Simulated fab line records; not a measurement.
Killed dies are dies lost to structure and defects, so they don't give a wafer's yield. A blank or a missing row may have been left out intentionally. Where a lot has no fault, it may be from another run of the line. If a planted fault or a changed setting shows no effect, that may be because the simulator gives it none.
Struck lot and sound lot, side by side	flow n5-finfet	19 out of 1938 route steps
Sound: these wafers, L614.2, L614.3, L614.6. Wafers struck: L623.2, L623.3, L623.6. At the end, the cause is stated.
Per side, at each step with rows, come the tool, then ch with its chambers, and then its first start. Under that, the readings that differ: sound wafers	struck wafers	difference of the means	sigmas: that difference in standard deviations of wafers without a fault.
alike: same words and numbers on both sides, and readings whose means sit less than 2 such deviations apart. not compared: any withheld reading, any reading some wafer has no value for, any bound like >300 that may hide the same value, and any number with overlapping values for which the record gives no deviation.
The two part at a step that has a row with sigmas, a row that says differs or no value, or rows on one side only. Numbers that have no deviation but don't overlap get no sigmas and don't part them. A reading that every wafer of one side lacks parts them only if that side has two wafers or more.

first, 4 steps without rows for these wafers: N5_HKMG_FIN_PRECLEAN_64 (cleans in dHF, time 30 s); N5_HKMG_FIN_WET_ETCH_65 (etches a-Si in TMAH, stops on TiN, time 49 s, target depth 3 nm); N5_HKMG_FIN_WET_ETCH_81 (etches TiN in SC1, stops on HfO2, time 57 s, target depth 6 nm); N5_HKMG_FIN_WET_ETCH_82 (etches La2O3 in dHCl, stops on HfO2, target depth 2 nm, rinse time 30 s).
N5_HKMG_FIN_ALD_36: deposits TiN, target thk 1 nm, pulse time 1 s, purge time 3 s.
  sound on ald-metal-03 ch 0,2, day 6 22:23; struck on ald-metal-01 ch 0,3, day 9 03:11
  alike: heater-power-outer-w, heater-power-w, precursor-pulse-height-rel
N5_HKMG_FIN_THK_MEAS_70: measures by xrf.
  sound on film-metro-01, day 6 22:40; struck on film-metro-01, day 9 03:28
  alike: HK_THK
N5_HKMG_FIN_PWFM_ALD_03: deposits TiN, target thk 2 nm, pulse time 1 s, purge time 3 s.
  sound on ald-metal-02 ch 0,1,2, day 6 22:42; struck on ald-metal-01 ch 0,3, day 9 03:31
  alike: heater-power-outer-w, heater-power-w, precursor-pulse-height-rel
then, 5 steps without rows for these wafers: N5_HKMG_FIN_COAT_29 (time 60 s, resist thk 300 nm); N5_HKMG_FIN_COAT_30 (time 60 s, resist thk 35 nm); N5_HKMG_FIN_COAT_06 (resist thk 90 nm); N5_HKMG_FIN_EBR_08; N5_HKMG_FIN_SOFTBAKE_07 (time 60 s).
N5_HKMG_FIN_EXPOSE_09: exposes mask NWFM.
  sound on arfi-scanner-02 ch 0, day 6 23:17; struck on arfi-scanner-02 ch 0, day 9 04:07
reading	sound	struck	difference	sigmas
model.HKMG_FIN.overlay-x-nm (nm)	-0.2 -0.2 -0.2	19.4 19.4 19.4	+19.6	
  alike: mask, stage-vel-mm-s
then, 2 steps without rows for these wafers: N5_HKMG_FIN_PEB_10 (peb time 60 s); N5_HKMG_FIN_DEVELOP_11 (develop time 30 s).
N5_HKMG_FIN_CD_MEAS_12: the cd target is 92.8 nm.
  sound on cd-sem-02 ch 0, day 6 23:25; struck on cd-sem-03 ch 0, day 9 04:14
reading	sound	struck	difference	sigmas
cd-nm (nm)	93.3 93.2 93.5	90.9 91.9 91.3	-2.0	-2
N5_HKMG_FIN_OVL_MEAS_13:
  sound on overlay-02 ch 0, day 6 23:26; struck on overlay-02 ch 0, day 9 04:16
reading	sound	struck	difference	sigmas
NWFM_OVL (nm)	-0.3 0.0 0.8	19.9 18.6 18.6	+18.9	+20
N5_HKMG_FIN_INSPECT_14: inspects for defects (macro).
  sound on defect-inspect-01, day 6 23:28; struck on defect-inspect-02, day 9 04:17
  alike: raw-defect-count
-- here the record skips 4 days between the struck wafers' starts before and after, leaving off in module HKMG_FIN and picking up in module BEOL_M4 (first step shown: number 1111 of the route) --
N5_BEOL_M4_RC_MEAS_101:
  sound on prober-02 ch 0, day 10 20:37; struck on prober-01 ch 0, day 13 04:11
reading	sound	struck	difference	sigmas
IOFF_P (nA/um)	0.23 0.26 0.22	0.40 0.37 0.33	+0.13	+2
ION_P (uA/um)	473 456 454	496 481 475	+23	+2
VT_P (mV)	-251 -251 -252	-240 -241 -243	+10	+3
  alike: DIBL_N, DIBL_P, IOFF_N, ION_N, SS_N, SS_P, VT_N

== WHERE THEY PART ==
At N5_HKMG_FIN_CD_MEAS_12 first; at N5_BEOL_M4_RC_MEAS_101 last (within this record only).

WHY: the cause the simulator had injected
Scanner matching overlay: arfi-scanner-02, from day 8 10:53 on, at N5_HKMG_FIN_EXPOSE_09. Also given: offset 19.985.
